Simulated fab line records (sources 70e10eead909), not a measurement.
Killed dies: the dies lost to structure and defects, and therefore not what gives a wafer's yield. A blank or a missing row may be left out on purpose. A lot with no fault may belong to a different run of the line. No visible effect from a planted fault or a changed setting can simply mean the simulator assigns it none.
The tool behind it: which one?	flow nandHarc	Sampling: 12 lots, 36 wafers, 5 of 1302 route steps

WHAT THE GAUGES SHOWED, per wafer
NHARC_A_BLC_CD_MEAS_10 targets a cd of 100 nm.
lot	measured	on	cdNm (nm)
L672	day 22 18:07	cdSem-02	100.2 99.3 99.4
L674	day 23 03:37	cdSem-02	100.1 99.2 99.4
L673	day 23 09:29	cdSem-03	99.1 99.8 100.4
L675	day 23 11:41	cdSem-02	101.2 100.3 100.8
L680	day 25 19:56	cdSem-01	101.0 99.7 100.2
L679	day 25 23:44	cdSem-01	99.1 101.3 100.0
L681	day 27 09:40	cdSem-02	100.6 99.9 100.3
L683	day 27 14:10	cdSem-03	99.2 99.0 99.9
L687	day 28 14:47	cdSem-03	100.8 99.0 98.9
L686	day 28 20:58	cdSem-02	99.6 99.7 98.8
L688	day 29 02:29	cdSem-02	101.0 100.9 100.3
L689	day 30 08:32	cdSem-01	101.1 100.2 100.9

NHARC_END_SORT_01.
lot	measured	on	killedAtArray	killedAtOther	killedAtPeriphery	killedDies	killedOpen	killedShort
L679	day 27 22:02	prober-01	41 39 33	0 1 3	0 1 3	41 41 39	0 2 3	0 4 7
L687	day 30 20:20	prober-01	40 44 33	0 2 0	8 2 6	48 48 39	3 4 4	2 2 4
L686	day 31 02:34	prober-02	26 25 30	0 0 1	4 1 4	30 26 35	2 2 5	6 3 5

WHAT TOOL EACH LOT RAN ON (gives the tool, then ch and the chambers of the sampled wafers, and finally the start)
lot	NHARC_A_BLC_ETCH_17	NHARC_A_BLC_STRIP_21	NHARC_A_BLC_CVD_24
L672	rieDiel-10 ch 0,1, day 22 18:29	rieDiel-01 ch 1,2, day 22 19:28	cvdW-02 ch 0,1, no start
L674	rieDiel-01 ch 0,1,3, day 23 03:59	rieDiel-10 ch 0,1,2, day 23 04:57	cvdW-02 ch 0,1, no start
L673	rieDiel-10 ch 1,2, day 23 09:50	rieDiel-01 ch 0,1,3, day 23 10:49	cvdW-01 ch 0,1, no start
L675	rieDiel-10 ch 2,3, day 23 12:03	rieDiel-10 ch 0,1,2, day 23 13:02	cvdW-02 ch 0,1, no start
L680	rieDiel-01 ch 0,1,3, day 25 20:19	rieDiel-01 ch 0,1,2, day 25 21:19	cvdW-02 ch 0,1, no start
L679	rieDiel-01 ch 1,2,3, day 26 00:05	rieDiel-01 ch 0,2, day 26 01:04	cvdW-01 ch 0,1, day 27 22:02 or earlier
L681	rieDiel-01 ch 0,2,3, day 27 10:02	rieDiel-13 ch 0,1,2, day 27 11:01	cvdW-01 ch 0,1, no start
L683	rieDiel-10 ch 0,1, day 27 14:31	rieDiel-10 ch 1,2, day 27 15:29	cvdW-01 ch 0,1, no start
L687	rieDiel-10 ch 1,2, day 28 15:08	rieDiel-10 ch 2,3, day 28 16:07	cvdW-02 ch 0,1, day 30 20:20 or earlier
L686	rieDiel-10 ch 0,1,3, day 28 21:23	rieDiel-01 ch 0,1,2, day 28 22:19	cvdW-01 ch 0,1, day 31 02:34 or earlier
L688	rieDiel-01 ch 0,2,3, day 29 02:54	rieDiel-10 ch 0,2,3, day 29 03:50	cvdW-02 ch 0,1, no start
L689	rieDiel-10 ch 0,2,3, day 30 08:54	rieDiel-01 ch 0,1,3, day 30 09:52	cvdW-01 ch 0,1, no start
- NHARC_A_BLC_ETCH_17: etches the open film in N2/H2, target depth 390 nm, time 609.38 s.
- NHARC_A_BLC_STRIP_21: strips in O2.
- NHARC_A_BLC_CVD_24: deposits W, target thk 150 nm, time 434 s.

AS READ BY THE TOOLS THEMSELVES (means over the sampled wafers that have a number; for cases with no such wafer, the mark the record gives instead)
NHARC_A_BLC_ETCH_17.
lot	tool	drypumpMotorCurrentA (A)	oesProductAu (a.u.)	rfFwdPowerW (W)	rfVppV (V)	runLengthS (s)	showerheadPlenumPTorr (Torr)	throttleValvePct (%)
L672	rieDiel-10	6.1	1.003	397.8	429.9	630.8	2.03	14.176
L674	rieDiel-01	5.8	1.002	399.4	430.3	630.7	2.02	14.164
L673	rieDiel-10	6.1	0.990	400.5	431.5	630.4	2.04	14.172
L675	rieDiel-10	5.7	0.991	400.2	433.4	630.8	2.14	14.172
L680	rieDiel-01	5.8	1.004	399.1	430.0	630.6	2.01	14.177
L679	rieDiel-01	5.7	0.992	399.4	428.8	630.5	1.98	14.170
L681	rieDiel-01	5.4	0.998	400.4	430.2	630.7	2.01	14.167
L683	rieDiel-10	6.1	1.001	399.5	429.5	631.1	2.03	14.161
L687	rieDiel-10	6.3	0.986	397.7	429.5	630.9	2.01	14.165
L686	rieDiel-10	5.8	1.001	399.4	431.8	641.2	2.09	14.171
L688	rieDiel-01	5.4	1.002	399.7	429.4	630.5	2.01	14.172
L689	rieDiel-10	5.6	1.001	397.8	433.1	641.0	2.13	14.170

NHARC_A_BLC_STRIP_21.
lot	tool	drypumpMotorCurrentA (A)	oesProductAu (a.u.)	rfVppV (V)	showerheadPlenumPTorr (Torr)	throttleValvePct (%)
L672	rieDiel-01	6.1	0.997	57.7	3.35	17.040
L674	rieDiel-10	5.9	0.993	57.8	3.57	17.038
L673	rieDiel-01	5.8	1.009	58.6	3.49	17.033
L675	rieDiel-10	5.9	1.000	58.0	3.57	17.032
L680	rieDiel-01	5.8	1.001	57.3	3.40	17.031
L679	rieDiel-01	5.3	1.005	57.5	3.40	17.036
L681	rieDiel-13	6.0	0.999	57.8	3.57	17.031
L683	rieDiel-10	6.3	0.992	57.9	3.48	17.046
L687	rieDiel-10	5.8	0.986	57.9	3.63	17.036
L686	rieDiel-01	5.7	1.005	57.4	3.39	17.031
L688	rieDiel-10	5.6	1.000	57.7	3.67	17.029
L689	rieDiel-01	5.8	1.002	58.2	3.48	17.047

NHARC_A_BLC_CVD_24.
lot	tool	heaterPowerW (W)	mfcH2Sccm (sccm)	throttleValvePct (%)
L672	cvdW-02	501	1607	7.91
L674	cvdW-02	504	1596	7.89
L673	cvdW-01	504	1596	7.91
L675	cvdW-02	478	1600	7.78
L680	cvdW-02	507	1599	7.78
L679	cvdW-01	484	1600	7.94
L681	cvdW-01	488	1598	8.12
L683	cvdW-01	486	1601	8.00
L687	cvdW-02	495	1595	8.00
L686	cvdW-01	478	1604	7.83
L688	cvdW-02	495	1599	8.00
L689	cvdW-01	484	1595	8.07

THE ANSWER, worked out from the rows above alone
Rule: the lots themselves supply what counts as usual. The widest of any qualifying gaps counts: lots, ordered by their means at a reading, are off when they make up no more than a third of the lots, leave a main group of 4 or more, and stand apart from it by 3 or more times the standard deviation of that group's means. A main group whose means are all the same, to the digits that the tables above print for the reading, isn't used. Also off: a lot with no number at a reading for which 4 or more lots have one. The other lots that the step has rows for count as sound. Order of review: gauges by route order, followed by the tools' own readings, for which a lot's mean as printed above is used. The first step at which some lot is off is used, and at that step the reading that is off furthest; a lot without a number counts as furthest.
Off: L686, L689, at NHARC_A_BLC_ETCH_17 (runLengthS). Mean 630.7 s and standard deviation 0.2 in the main group.
If a tool, at that step or one of the process steps before it, ran each lot that is off and ran no sound lot following the first of them, it fits. One fits: rieDiel-10 at NHARC_A_BLC_ETCH_17. A fault onset in the window from L687 (day 28 15:08, its last sound lot) to L686 (day 28 21:23, its first lot off) fits.
The tool's own readings at NHARC_A_BLC_ETCH_17 bear it out: on the lots that are off they differ by more than 5 times the standard deviation of the sound lots' means. runLengthS reads 641.1 s there against 630.7 s on the sound lots.

WHAT THE SIMULATOR HAD PUT IN
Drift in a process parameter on rieDiel-10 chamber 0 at NHARC_A_BLC_ETCH_17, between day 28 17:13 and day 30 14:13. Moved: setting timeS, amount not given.
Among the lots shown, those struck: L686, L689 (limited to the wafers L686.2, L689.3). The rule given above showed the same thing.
